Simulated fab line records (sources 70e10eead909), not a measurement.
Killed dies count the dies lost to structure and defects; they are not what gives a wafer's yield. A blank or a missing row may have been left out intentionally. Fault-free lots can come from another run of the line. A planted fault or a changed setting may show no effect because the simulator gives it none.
Chamber matching	flow nand-harc	NHARC_A_STAIRCASE_DEP_417 on pecvd-01: 3 sister chambers
The step deposits Si3N4, target thk 60 nm. 6 wafers are shown with their chamber, then 7 later ones without.

## WAFERS WITH THEIR CHAMBER
wafer	chamber	heater-power-w (W)
L078.4	1	526
L079.5	0	630
L081.1	0	668
L081.6	2	714
L083.2	2	803
L083.4	1	628

## WAFERS WHOSE CHAMBER IS MISSING
wafer	heater-power-w (W)
L083.6	646
L094.1	719
L094.2	739
L094.3	640
L096.2	746
L096.3	583
L096.4	751

## WHICH CHAMBER EACH WENT THROUGH
wafer	from the rows above	in truth
L083.6	can't be placed: 0 or 1 or 2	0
L094.1	can't be placed: 2 or 0 or 1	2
L094.2	can't be placed: 2 or 0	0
L094.3	can't be placed: 0 or 1 or 2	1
L096.2	can't be placed: 2 or 0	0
L096.3	can't be placed: 1 or 0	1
L096.4	can't be placed: 2 or 0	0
Correct placement for 0 of the 7. These rows do not allow placing 7 (true chamber among the candidates in 7). Wrongly placed: 0.
How it was worked out, from the rows above alone: a wafer's distance from a chamber is the root of the sum, over the readings, of the square of ((its reading less the chamber's mean) divided by the reading's scatter). If the next closest chamber is less than 2 further off than the closest, the wafer can't be placed; otherwise it belongs to the closest. The mean given for a chamber averages the wafers shown for that chamber. The scatter: the root of (the sum of the squares of (reading less its chamber's mean) over the shown wafers, divided by (wafers less chambers)).
